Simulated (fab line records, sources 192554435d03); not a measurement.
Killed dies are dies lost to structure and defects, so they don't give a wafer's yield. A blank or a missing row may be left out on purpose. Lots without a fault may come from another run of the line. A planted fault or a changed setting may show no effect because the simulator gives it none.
fab line records | flow n5_finfet
record lots=11 wafers=33 last_day=18
route steps=1938 shown BEOL_M14@1756 PASSIVATION@1906
lots that met no fault: from a run of the same line without faults
start_h: hours from the record's first day to the start of the lot's first wafer shown | wait_h: hours since the lot's step before | " the same as in the row above | L1.1+2: a row that stands for several wafers | - no value, or no start given | * or withheld: withheld | < > ~ a bound
route shown NAME@n: a module of which the file shows steps, and the number in the route of the first | usual: mean/standard deviation of fault-free wafers | same: alike in all rows | chamber/n: place in a boat | sites: the reading at each site | _std_site: their standard deviation | _edge_site: outer sites' mean less inner sites' | radius_mm: how far each site lies from the wafer's centre | mask NAME#n: copy n | behind: the tool/chamber that last shaped the wafer | hold: why the lot was held/for how many hours/how that ended | device: the transistor (n, p or np) that didn't switch | end of line: the same wafers' tests at the end of the route | a step without rows: its recipe alone | killed: dies lost to structure and defects at the first sort, not the wafer's yield | map: a wafer's dies, x killed, . not, _ none there
set.NAME: the setting as run; set.NAME@STEP: as run at that earlier step | model.NAME: the simulator's own value behind a step, which no gauge read
steps of the route over a sample of lots; a table a step, a row a wafer
services: from which hour (start_h, from the record's first day; less than 0 if before it) a tool's chamber was out of use, for how many hours, and why
## steps
# step N5_BEOL_M14_STRIP_37
# recipe chemistry=O2 power_w=600 temp_c=60 pressure_mtorr=30 rf_frequency_hz=6e+07 bias_power_w=0 overash_fraction=0.3 o2_flow_sccm=225
# usual drypump_motor_current_A=5.6/0.31 oes_product_au=0.80/0.07 rf_vpp_V=3.7/1 showerhead_plenum_p_Torr=2.10/0.084 throttle_valve_pct=16.66/0.2
# columns lot.wafer tool chamber start_h wait_h drypump_motor_current_A oes_product_au rf_hours_counter_h rf_vpp_V showerhead_plenum_p_Torr throttle_valve_pct
L912.1 rie_diel-01 2 257.10 0.4 5.9 0.70 216 4.0 2.08 16.89
L912.4 " 1 " " 6.0 0.75 165 2.9 2.00 16.76
L912.5 " 2 " " 5.9 0.70 - 3.9 2.07 16.93
L913.1 rie_diel-05 3 263.61 0.1 5.5 0.86 62 4.0 2.21 16.46
L913.2 " 1 " " 5.8 0.88 34 5.1 2.04 16.37
L913.6 " 1 " " 5.8 0.87 - 3.0 2.04 16.38
L918.2 rie_diel-01 1 292.59 0.3 6.0 0.73 175 6.0 2.00 16.73
L918.3 " 2 " " 5.9 0.70 227 3.2 2.07 16.98
L918.4 " 3 " " 5.4 0.79 116 3.1 2.02 16.78
L919.4 rie_diel-01 1 299.33 1.5 5.9 0.74 178 4.8 2.00 16.72
L919.5 " 2 " " 6.0 0.69 - 3.0 2.07 16.99
L919.6 " 3 " " 5.5 0.79 - 3.3 2.02 16.80
L921.1 rie_diel-05 0 335.31 6.2 5.6 0.71 216 3.9 2.07 16.81
L921.2 " 3 " " 5.5 0.82 85 3.2 2.20 16.50
L921.3 " 1 " " 5.8 0.86 57 3.2 2.03 16.43
L916.1 rie_diel-05 2 335.48 4.1 4.9 0.85 84 2.0 2.12 16.30
L916.3 " 3 " " 5.5 0.82 85 2.3 2.20 16.52
L916.4 " 1 " " 5.8 0.85 57 2.2 2.03 16.45
L924.2 rie_diel-05 1 356.58 0.0 5.8 0.83 64 5.3 2.03 16.45
L924.4 " 3 " " 5.5 0.82 91 3.2 2.20 16.55
L924.5 " 0 " " 5.6 0.70 - 3.6 2.07 16.84
L932.1 rie_diel-01 0 398.92 11.2 5.7 0.71 215 2.6 1.99 16.79
L932.2 " 3 " " 5.5 0.75 149 3.6 2.01 16.83
L932.5 " 0 " " 5.7 0.72 - 2.8 1.99 16.86
L930.3 rie_diel-03 2 399.09 9.4 5.5 0.91 32 4.4 2.13 16.78
L930.4 " 2 " " 5.5 0.90 - 5.2 2.13 16.79
L930.5 " 1 " " 6.1 0.81 - 3.8 2.21 16.78
L935.1 rie_diel-01 1 404.66 3.1 6.0 0.70 212 3.4 1.99 16.83
L935.3 " 3 " " 5.5 0.75 151 3.0 2.01 16.84
L935.4 " 1 " " 6.0 0.70 - 3.6 1.99 16.81
L934.4 rie_diel-03 0 412.77 4.0 5.3 0.82 105 2.3 2.19 16.52
L934.5 " 1 " " 6.0 0.81 - 2.3 2.21 16.84
L934.6 " 2 " " 5.5 0.88 - 4.7 2.13 16.79
# step N5_PASSIVATION_OVL_MEAS_63
# recipe points_per_wafer=44
# usual PAD_OVL=-2/4.6
# columns lot.wafer tool chamber start_h wait_h PAD_OVL[nm]
L912.1 overlay-02 0 275.27 0.0 2
L912.4 " 0 " " -4
L912.5 " 0 " " -5
L913.1 overlay-02 0 281.64 0.0 -2
L913.2 " 0 " " -6
L913.6 " 0 " " -2
L918.2 overlay-02 0 313.32 0.0 -1
L918.3 " 0 " " 12
L918.4 " 0 " " 6
L919.4 overlay-02 0 325.24 0.0 -4
L919.5 " 0 " " 1
L919.6 " 0 " " -4
L916.1 overlay-02 0 351.59 0.0 -2
L916.3 " 0 " " -1
L916.4 " 0 " " -1
L921.1 overlay-02 0 352.07 0.0 -12
L921.2 " 0 " " -7
L921.3 " 0 " " -4
L924.2 overlay-01 0 375.34 0.0 2
L924.4 " 0 " " -1
L924.5 " 0 " " 4
L932.1 overlay-02 0 413.89 0.0 -8
L932.2 " 0 " " -4
L932.5 " 0 " " -7
L930.3 overlay-02 0 417.65 0.0 -6
L930.4 " 0 " " -1
L930.5 " 0 " " -6
L935.1 overlay-02 0 422.03 0.0 -7
L935.3 " 0 " " -12
L935.4 " 0 " " -4
L934.4 overlay-01 0 425.84 0.0 -7
L934.5 " 0 " " -8
L934.6 " 0 " " -7
# step N5_PASSIVATION_PASS_ETCH_47
# recipe chemistry=CF4/O2 target=SiNx target_depth_a=7700 time_s=385 ion_energy_ev=100 pressure_mtorr=40 source_w=535 bias_w=49 Ar_flow_sccm=100 cf4_flow_sccm=100 O2_flow_sccm=10
# usual drypump_motor_current_A=5.62/0.3 oes_ar_750_au=0.81/0.076 oes_product_au=0.82/0.078 rf_vpp_V=242.0/2.2 showerhead_plenum_p_Torr=2.24/0.088 throttle_valve_pct=15.88/0.19
# same time_s=385
# columns lot.wafer tool chamber start_h wait_h drypump_motor_current_A oes_ar_750_au oes_product_au rf_hours_counter_h rf_vpp_V showerhead_plenum_p_Torr throttle_valve_pct
L912.1 rie_diel-03 1 277.27 0.0 6.03 0.84 0.85 70 246.9 2.33 15.92
L912.4 " 0 " " 5.26 0.85 0.86 - 241.3 2.33 15.69
L912.5 " 2 " " 5.49 0.68 0.67 - 243.6 2.26 16.45
L913.1 rie_diel-01 2 284.51 0.0 5.92 0.70 0.70 225 241.9 2.18 16.19
L913.2 " 0 " " 5.70 0.74 0.74 179 242.7 2.12 15.98
L913.6 " 2 " " 5.89 0.70 0.70 - 240.3 2.18 16.20
L918.2 rie_diel-03 2 315.19 0.0 5.50 0.99 1.00 1 242.9 2.26 15.95
L918.3 " 3 " " 5.77 0.92 0.93 16 243.1 2.35 15.68
L918.4 " 1 " " 6.03 0.83 0.83 79 244.7 2.33 15.94
L919.4 rie_diel-03 3 327.07 0.0 5.76 0.91 0.92 20 241.5 2.34 15.70
L919.5 " 0 " " 5.27 0.84 0.83 - 242.2 2.32 15.72
L919.6 " 3 " " 5.79 0.91 0.92 - 243.7 2.34 15.68
L916.1 rie_diel-01 2 353.56 0.0 5.88 0.68 0.68 248 240.2 2.17 16.24
L916.3 " 3 " " 5.44 0.77 0.77 136 239.8 2.12 15.99
L916.4 " 1 " " 5.97 0.72 0.72 196 240.2 2.10 15.99
L921.1 rie_diel-05 0 355.08 0.0 5.57 0.71 0.71 222 239.2 2.18 16.10
L921.2 " 3 " " 5.54 0.82 0.82 90 241.2 2.32 15.81
L921.3 " 2 " " 4.87 0.83 0.83 90 237.4 2.22 15.49
L924.2 rie_diel-03 3 378.47 0.0 5.74 0.87 0.88 42 243.8 2.34 15.73
L924.4 " 0 " " 5.28 0.82 0.81 95 240.9 2.32 15.77
L924.5 " 3 " " 5.76 0.87 0.87 - 244.0 2.34 15.74
L932.1 rie_diel-03 3 415.87 0.0 5.75 0.85 0.85 55 243.6 2.33 15.76
L932.2 " 1 " " 6.04 0.79 0.81 116 245.8 2.31 16.03
L932.5 " 1 " " 6.06 0.79 0.80 - 246.0 2.31 16.01
L930.3 rie_diel-05 0 419.65 0.0 5.61 0.69 0.69 251 241.4 2.17 16.13
L930.4 " 1 " " 5.73 0.81 0.81 - 240.4 2.14 15.74
L930.5 " 2 " " 4.89 0.81 0.80 - 237.9 2.21 15.54
L935.1 rie_diel-03 3 423.99 0.0 5.75 0.85 0.85 57 243.1 2.33 15.76
L935.3 " 2 " " 5.52 0.88 0.88 40 243.6 2.25 16.02
L935.4 " 1 " " 6.03 0.79 0.80 118 246.2 2.31 16.01
L934.4 rie_diel-03 2 427.67 0.0 5.46 0.89 0.88 41 243.3 2.25 16.02
L934.5 " 0 " " 5.29 0.80 0.80 - 241.0 2.31 15.78
L934.6 " 3 " " 5.76 0.84 0.85 - 243.2 2.33 15.76
# step N5_PASSIVATION_PROBE_49
# usual defect_limited_yield=91.2/1.2 killed_at_M0_to_M3=34/9.9 killed_at_M4_up=14/5.7 killed_at_contacts=13/6.3 killed_at_front_end=39/9.9 killed_at_other=3.7/2.8 killed_dies=104/15 killed_open=68/12 killed_short=34/6.7 sort_bin_5_function=5.2/0.9 sort_bin_6_memory=3.3/0.57 sort_n_pass=1076/15 sort_yield_pct=91.2/1.2
# same gross_dies=1180 killed_at_back_side=0 sort_bin_4_leakage[%]=0 sort_bin_8_speed[%]=0
# columns lot.wafer tool chamber start_h wait_h defect_limited_yield[%] killed_at_M0_to_M3 killed_at_M4_up killed_at_contacts killed_at_front_end killed_at_other killed_dies killed_open killed_short sort_bin_5_function[%] sort_bin_6_memory[%] sort_n_pass sort_yield_pct[%]
L912.1 prober-01 - 280.28 0.0 92.3 25 20 10 31 5 91 49 38 4.3 3.1 1089 92.3
L912.4 prober-01 - 280.43 0.2 93.2 19 11 8 41 1 80 42 33 3.3 3.1 1100 93.2
L912.5 prober-01 - 280.48 0.2 93.0 15 14 9 40 5 83 47 33 4.5 2.3 1097 93.0
L913.1 prober-01 - 287.94 0.0 89.5 46 21 12 43 2 124 72 52 6.0 4.1 1056 89.5
L913.2 prober-01 - 287.99 0.1 92.3 33 12 19 25 2 91 61 29 4.6 3.0 1089 92.3
L913.6 prober-01 - 288.19 0.3 90.1 33 26 8 47 3 117 71 44 5.5 4.0 1063 90.1
L918.2 prober-01 - 318.28 0.1 92.0 37 16 15 24 2 94 66 28 3.9 3.8 1086 92.0
L918.3 prober-01 - 318.33 0.1 91.5 31 29 8 28 4 100 72 26 5.3 3.0 1080 91.5
L918.4 prober-01 - 318.38 0.2 92.0 37 15 8 34 0 94 68 25 4.7 3.2 1086 92.0
L916.1 prober-02 - 356.56 0.0 91.2 37 8 16 40 3 104 72 32 5.6 3.1 1076 91.2
L916.3 prober-02 - 356.66 0.1 90.7 38 8 17 44 3 110 64 45 4.8 3.9 1070 90.7
L916.4 prober-02 - 356.71 0.2 87.1 62 9 30 45 6 152 104 44 7.4 5.2 1028 87.1
L921.1 prober-02 - 358.10 0.0 91.5 41 6 6 46 1 100 59 38 5.6 2.5 1080 91.5
L921.2 prober-02 - 358.15 0.1 92.6 31 10 7 34 5 87 51 27 4.4 2.8 1093 92.6
L921.3 prober-02 - 358.20 0.1 92.8 25 8 12 40 0 85 47 35 3.6 3.1 1095 92.8
L924.2 prober-01 - 381.53 0.1 91.4 30 18 15 39 0 102 71 29 4.7 3.5 1078 91.4
L924.4 prober-01 - 381.63 0.2 79.8 30 154 8 43 3 238 61 34 11.7 4.9 942 79.8
L924.5 prober-01 - 381.68 0.2 92.1 30 19 8 35 1 93 61 31 4.7 2.7 1087 92.1
L930.3 prober-01 - 422.77 0.1 93.0 30 9 9 34 1 83 55 26 4.2 2.5 1097 93.0
L930.4 prober-01 - 422.82 0.2 90.4 38 18 11 42 4 113 64 48 6.2 3.2 1067 90.4
L930.5 prober-01 - 422.87 0.2 90.9 38 18 15 31 5 107 67 36 5.1 3.7 1073 90.9
L935.1 prober-01 - 427.01 0.0 90.8 34 7 24 41 3 109 72 36 5.9 3.2 1071 90.8
L935.3 prober-01 - 427.11 0.1 90.9 25 15 11 56 0 107 75 30 5.7 3.3 1073 90.9
L935.4 prober-01 - 427.16 0.2 90.9 22 14 22 45 4 107 71 36 5.3 3.5 1073 90.9
L934.4 prober-01 - 430.84 0.2 91.4 44 16 11 29 2 102 68 29 5.3 3.0 1078 91.4
L934.5 prober-01 - 430.89 0.2 91.0 33 16 26 31 0 106 78 26 5.0 3.8 1074 91.0
L934.6 prober-01 - 430.94 0.3 91.7 28 18 6 44 2 98 61 28 4.7 2.9 1082 91.7
# killed by level:class
L912.1 BEOL_M3:geometric_particle:open=9 MOL_CONTACT_COAG:geometric_particle:open=8 BEOL_M4:geometric_particle:short=8 BEOL_M0_SAQP:geometric_particle:short=6 DUMMY_GATE:geometric_particle:open=5 BEOL_M0_SAQP:geometric_particle:open=5 FIN_SAQP:geometric_particle:short=4 FIN_SAQP:geometric_particle:open=4
L912.4 FIN_SAQP:geometric_particle:short=9 FIN_SAQP:geometric_particle:open=8 MOL_CONTACT_COAG:geometric_particle:open=6 STI_FIN_REVEAL:geometric_particle:open=5 BEOL_M0_SAQP:geometric_particle:short=4 BEOL_M7:geometric_particle:open=4 STARTING-WAFER:geometric_particle:open=4 GATE_CUT:geometric_particle:short=3
L912.5 FIN_SAQP:geometric_particle:short=9 MOL_CONTACT_COAG:geometric_particle:open=7 GATE_CUT:geometric_particle:open=6 BEOL_M5:geometric_particle:open=6 BEOL_M0_SAQP:geometric_particle:short=5 FIN_SAQP:geometric_particle:open=4 GATE_CUT:geometric_particle:short=4 BEOL_M3:geometric_particle:open=4
L913.1 MOL_CONTACT_COAG:geometric_particle:open=12 FIN_SAQP:geometric_particle:short=11 BEOL_M0_SAQP:geometric_particle:open=11 BEOL_M1:geometric_particle:open=10 BEOL_M4:geometric_particle:open=10 STI_FIN_REVEAL:geometric_particle:open=9 BEOL_M0_SAQP:geometric_particle:short=9 FIN_SAQP:geometric_particle:open=8
L913.2 MOL_CONTACT_COAG:geometric_particle:open=15 FIN_SAQP:geometric_particle:short=8 BEOL_M0_SAQP:geometric_particle:short=7 BEOL_M0_SAQP:geometric_particle:open=7 BEOL_M3:geometric_particle:open=6 STI_FIN_REVEAL:geometric_particle:open=5 MOL_CONTACT_COAG:geometric_particle:short=4 BEOL_M1:geometric_particle:open=4
L913.6 BEOL_M4:geometric_particle:open=13 FIN_SAQP:geometric_particle:short=10 BEOL_M3:geometric_particle:open=10 BEOL_M2:geometric_particle:open=8 MOL_CONTACT_COAG:geometric_particle:open=7 DUMMY_GATE:geometric_particle:open=6 BEOL_M4:geometric_particle:short=6 FIN_SAQP:geometric_particle:open=5
L918.2 MOL_CONTACT_COAG:geometric_particle:open=12 BEOL_M0_SAQP:geometric_particle:short=9 BEOL_M3:geometric_particle:open=8 BEOL_M2:geometric_particle:open=8 BEOL_M4:geometric_particle:open=8 BEOL_M0_SAQP:geometric_particle:open=7 FIN_SAQP:geometric_particle:open=5 STI_FIN_REVEAL:geometric_particle:open=5
L918.3 BEOL_M4:geometric_particle:open=15 BEOL_M2:geometric_particle:open=13 FIN_SAQP:geometric_particle:open=9 BEOL_M4:geometric_particle:short=6 MOL_CONTACT_COAG:geometric_particle:open=6 BEOL_M3:geometric_particle:open=6 BEOL_M8:geometric_particle:open=5 STARTING-WAFER:geometric_particle:open=4
L918.4 BEOL_M2:geometric_particle:open=18 FIN_SAQP:geometric_particle:open=10 FIN_SAQP:geometric_particle:short=9 MOL_CONTACT_COAG:geometric_particle:open=7 BEOL_M3:geometric_particle:open=5 BEOL_M0_SAQP:geometric_particle:short=4 BEOL_M1:geometric_particle:open=4 BEOL_M5:geometric_particle:open=4
L916.1 MOL_CONTACT_COAG:geometric_particle:open=15 FIN_SAQP:geometric_particle:open=10 BEOL_M0_SAQP:geometric_particle:open=10 FIN_SAQP:geometric_particle:short=8 BEOL_M0_SAQP:geometric_particle:short=8 BEOL_M1:geometric_particle:open=8 BEOL_M2:geometric_particle:open=5 STI_FIN_REVEAL:geometric_particle:open=4
L916.3 MOL_CONTACT_COAG:geometric_particle:open=14 BEOL_M0_SAQP:geometric_particle:short=13 STI_FIN_REVEAL:geometric_particle:open=11 GATE_CUT:geometric_particle:short=8 FIN_SAQP:geometric_particle:open=7 BEOL_M0_SAQP:geometric_particle:open=7 BEOL_M1:geometric_particle:open=5 FIN_SAQP:geometric_particle:short=4
L916.4 MOL_CONTACT_COAG:geometric_particle:open=25 BEOL_M3:geometric_particle:open=15 STI_FIN_REVEAL:geometric_particle:open=14 BEOL_M0_SAQP:geometric_particle:open=14 BEOL_M0_SAQP:geometric_particle:short=13 BEOL_M2:geometric_particle:open=10 STARTING-WAFER:geometric_particle:open=6 DUMMY_GATE:geometric_particle:open=5
L921.1 FIN_SAQP:geometric_particle:short=13 FIN_SAQP:geometric_particle:open=12 BEOL_M0_SAQP:geometric_particle:short=11 BEOL_M3:geometric_particle:open=11 BEOL_M0_SAQP:geometric_particle:open=7 BEOL_M2:geometric_particle:open=6 STI_FIN_REVEAL:geometric_particle:open=6 DUMMY_GATE:geometric_particle:open=3
L921.2 FIN_SAQP:geometric_particle:open=11 BEOL_M0_SAQP:geometric_particle:short=8 MOL_CONTACT_COAG:geometric_particle:open=5 BEOL_M0:geometric_particle:open=5 STARTING-WAFER:geometric_particle:open=5 FIN_SAQP:geometric_particle:short=4 BEOL_M0_SAQP:geometric_particle:open=4 BEOL_M3:geometric_particle:short=4
L921.3 FIN_SAQP:geometric_particle:short=14 MOL_CONTACT_COAG:geometric_particle:open=10 BEOL_M3:geometric_particle:open=9 FIN_SAQP:geometric_particle:open=5 STI_FIN_REVEAL:geometric_particle:open=5 BEOL_M0_SAQP:geometric_particle:short=4 DUMMY_GATE:geometric_particle:short=3 DUMMY_GATE:geometric_particle:open=3
L924.2 STI_FIN_REVEAL:geometric_particle:open=14 MOL_CONTACT_COAG:geometric_particle:open=13 BEOL_M1:geometric_particle:open=11 BEOL_M4:geometric_particle:open=7 FIN_SAQP:geometric_particle:open=4 GATE_CUT:geometric_particle:short=4 BEOL_M0_SAQP:geometric_particle:short=4 BEOL_M3:geometric_particle:open=4
L924.4 BEOL_M14:unspecified=139 FIN_SAQP:geometric_particle:short=8 STI_FIN_REVEAL:geometric_particle:open=8 BEOL_M0_SAQP:geometric_particle:short=6 BEOL_M1:geometric_particle:open=6 FIN_SAQP:geometric_particle:open=5 MOL_CONTACT_COAG:geometric_particle:open=5 BEOL_M0:geometric_particle:open=5
L924.5 STI_FIN_REVEAL:geometric_particle:open=11 BEOL_M4:geometric_particle:open=8 BEOL_M1:geometric_particle:open=6 MOL_CONTACT_COAG:geometric_particle:open=5 BEOL_M4:geometric_particle:short=5 GATE_CUT:geometric_particle:open=4 BEOL_M0_SAQP:geometric_particle:short=4 BEOL_M0:geometric_particle:open=4
L930.3 BEOL_M3:geometric_particle:open=10 STI_FIN_REVEAL:geometric_particle:open=9 MOL_CONTACT_COAG:geometric_particle:open=8 BEOL_M0_SAQP:geometric_particle:short=8 GATE_CUT:geometric_particle:short=7 DUMMY_GATE:geometric_particle:open=5 FIN_SAQP:geometric_particle:short=4 BEOL_M2:geometric_particle:open=4
L930.4 BEOL_M2:geometric_particle:open=10 FIN_SAQP:geometric_particle:short=9 GATE_CUT:geometric_particle:short=9 BEOL_M4:geometric_particle:open=9 MOL_CONTACT_COAG:geometric_particle:open=8 BEOL_M0_SAQP:geometric_particle:short=7 BEOL_M0_SAQP:geometric_particle:open=6 DUMMY_GATE:geometric_particle:open=4
L930.5 STI_FIN_REVEAL:geometric_particle:open=11 BEOL_M0_SAQP:geometric_particle:open=11 MOL_CONTACT_COAG:geometric_particle:open=11 BEOL_M0_SAQP:geometric_particle:short=9 BEOL_M1:geometric_particle:open=6 BEOL_M2:geometric_particle:open=5 BEOL_M4:geometric_particle:open=4 GATE_CUT:geometric_particle:short=4
L935.1 MOL_CONTACT_COAG:geometric_particle:open=21 BEOL_M0_SAQP:geometric_particle:open=10 BEOL_M0_SAQP:geometric_particle:short=9 GATE_CUT:geometric_particle:open=8 FIN_SAQP:geometric_particle:open=7 DUMMY_GATE:geometric_particle:open=7 BEOL_M2:geometric_particle:short=7 FIN_SAQP:geometric_particle:short=5
L935.3 FIN_SAQP:geometric_particle:short=11 DUMMY_GATE:geometric_particle:open=11 FIN_SAQP:geometric_particle:open=10 MOL_CONTACT_COAG:geometric_particle:open=9 GATE_CUT:geometric_particle:open=6 BEOL_M0_SAQP:geometric_particle:open=6 BEOL_M4:geometric_particle:open=6 BEOL_M3:geometric_particle:short=4
L935.4 MOL_CONTACT_COAG:geometric_particle:open=18 FIN_SAQP:geometric_particle:short=12 BEOL_M4:geometric_particle:open=9 FIN_SAQP:geometric_particle:open=7 GATE_CUT:geometric_particle:open=7 GATE_CUT:geometric_particle:short=6 BEOL_M2:geometric_particle:open=6 BEOL_M0:geometric_particle:open=5
L934.4 BEOL_M0_SAQP:geometric_particle:open=12 STI_FIN_REVEAL:geometric_particle:open=8 MOL_CONTACT_COAG:geometric_particle:open=8 BEOL_M0_SAQP:geometric_particle:short=7 BEOL_M2:geometric_particle:open=7 BEOL_M4:geometric_particle:open=7 DUMMY_GATE:geometric_particle:open=5 BEOL_M2:geometric_particle:short=5
L934.5 MOL_CONTACT_COAG:geometric_particle:open=16 BEOL_M1:geometric_particle:open=14 MOL_CONTACT_COAG:geometric_particle:short=10 STI_FIN_REVEAL:geometric_particle:open=9 BEOL_M2:geometric_particle:open=6 BEOL_M3:geometric_particle:open=6 BEOL_M4:geometric_particle:open=5 FIN_SAQP:geometric_particle:open=4
L934.6 STI_FIN_REVEAL:geometric_particle:open=9 BEOL_M1:geometric_particle:open=7 BEOL_M3:geometric_particle:open=6 HKMG_FIN:area_etch=6 BEOL_M0_SAQP:geometric_particle:open=5 BEOL_M4:geometric_particle:open=5 FIN_SAQP:geometric_particle:open=4 DUMMY_GATE:geometric_particle:open=4
## services
# columns tool chamber start_h hours kind
rie_diel-05 3 234.00 1.2 repair
rie_diel-05 0 236.22 7.6 repair
rie_diel-01 3 239.74 10.0 repair
rie_diel-05 3 258.31 4.0 repair
rie_diel-03 3 260.53 - clean
rie_diel-03 3 260.53 - consumable_replace:focus_ring
rie_diel-03 3 260.53 - consumable_replace:showerhead
rie_diel-03 3 260.53 18.7 scheduled_down
rie_diel-03 3 260.53 18.7 vent_cycle
rie_diel-03 2 279.28 - clean
rie_diel-03 2 279.28 - consumable_replace:focus_ring
rie_diel-03 - 346.41 0.8 repair
rie_diel-01 - 356.38 14.6 pm
rie_diel-01 2 385.09 5.6 repair
rie_diel-01 2 390.94 - clean
rie_diel-01 2 390.94 - consumable_replace:focus_ring
rie_diel-01 2 390.94 16.7 scheduled_down
rie_diel-01 2 390.94 16.7 vent_cycle
rie_diel-03 - 395.92 2.8 pm
rie_diel-05 2 398.39 13.3 repair
rie_diel-05 3 402.74 19.3 repair
rie_diel-05 0 422.32 - clean
rie_diel-05 0 422.32 - consumable_replace:focus_ring
## key
first_sign step=N5_PASSIVATION_PROBE_49 reading=killed_at_M4_up direction=up sigmas=25 usual=14 struck=154
effect step=N5_PASSIVATION_PROBE_49 reading=defect_limited_yield direction=down sigmas=9.1 usual=91.2 struck=79.8
more_kills_born_at N5_BEOL_M14_STRIP_37@rie_diel-05=139
met_at N5_BEOL_M14_STRIP_37
struck_lots L924
struck_wafers L924.4
not_acting_at N5_PASSIVATION_OVL_MEAS_63,N5_PASSIVATION_PASS_ETCH_47
onset_between 335.48 356.58
fault kind=chamber_particle_source tool=rie_diel-05 chamber=3 onset_h=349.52 steps=N5_BEOL_M14_STRIP_37 rate_per_visit_cm2=1.3651 end_h=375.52
